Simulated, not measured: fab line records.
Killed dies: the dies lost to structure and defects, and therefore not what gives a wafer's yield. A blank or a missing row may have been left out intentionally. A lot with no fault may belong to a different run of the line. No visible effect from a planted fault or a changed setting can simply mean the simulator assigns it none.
8D (eight disciplines) problem report, filled in by code -- flow nand_harc -- the parts of the form that need people (team, actions taken, sign-off) are left out

## 1. THE ISSUE
Mean of heater_power_total_W at NHARC_A_CONTACT_SOFTBAKE_64: 195.60 W across 6 wafers in 2 lots; on wafers with no fault it is 188.43 W (standard deviation 0.12). Measured from the usual mean, that is +60 standard deviations.
The step: time 55 s.
First observed at day 29 21:00: wafer L557.2, on litho_track-01. The record holds 39 wafers of 13 lots with a number at this step. Rule for "out", or "out of limits": more than 4 standard deviations from the usual mean. All remaining wafers that have a number are taken as sound.

## 2. WHAT IT IS, WHAT IT ISN'T
question,is,is not
which readings at this step,"heater_power_total_W, plate_temp_C",-
which lots,"L556, L557","L540, L542, L543, L545, L546, L548, L549, L553, L559, L560, L561"
which wafers of those lots,all that have a number,-
read on which tools,litho_track-01,litho_track-04
when,from day 29 21:00,"up to then (27 sound wafers); but 6 sound wafers of L560, L561 came after"

## 3. SUSPECTS, AND WHAT RULES EACH OUT
Counting: a tool stays on the suspect list if, at a process step up to the reading, it processed all lots that are out and no sound lot following the first of them.
- rie_diel-06 at NHARC_A_CONTACT_ETCH_102 (etches the open film in CF4/O2, target depth 100 nm, overetch 10 nm, time 55 s): kept. All lots that are out passed through it, beginning with L557 at day 29 13:18, and no sound lot followed; its final sound lot before that point was L559 at day 29 07:40.
- litho_track-01 at NHARC_A_CONTACT_SOFTBAKE_64 (time 55 s): kept. All lots that are out passed through it, beginning with L557 at day 29 21:00, and no sound lot followed; its final sound lot before that point was L553 at day 28 17:00. On those wafers its own readings are out: heater_power_total_W, plate_temp_C.
The count leaves litho_track-01 at NHARC_A_CONTACT_SOFTBAKE_64 and rie_diel-06 at NHARC_A_CONTACT_ETCH_102.

## 4. THE CAUSE (what the simulator had put in)
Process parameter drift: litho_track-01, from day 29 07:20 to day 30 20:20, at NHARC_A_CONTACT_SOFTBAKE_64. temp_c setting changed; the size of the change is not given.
2 suspects survive the count, and this tool is in that group.

## 5. THE EFFECT CHAIN, in route order
One row per reading whose mean, taken over the struck wafers that have a number, lies over 3 standard deviations from the usual. Readings are gone through only where the record gives a usual standard deviation; hours: the median, over the lots, of the time from a lot's start at the first step in this table giving one to that lot's start at this step; sigmas: the change measured in usual standard deviations.
hours,step,reading,usual,on struck wafers,change,sigmas
0,NHARC_A_CONTACT_SOFTBAKE_64,heater_power_total_W,188.43 W,195.60,+7.17,+60
0,NHARC_A_CONTACT_SOFTBAKE_64,plate_temp_C,105.00 C,107.88,+2.88,+22
It contains these process steps:
- NHARC_A_CONTACT_SOFTBAKE_64: time 55 s.

## 6. HOW IT WOULD HAVE BEEN CAUGHT EARLIER
The fault began at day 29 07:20; the first out-of-limits reading in this record came at day 29 21:00, 14 hours later.
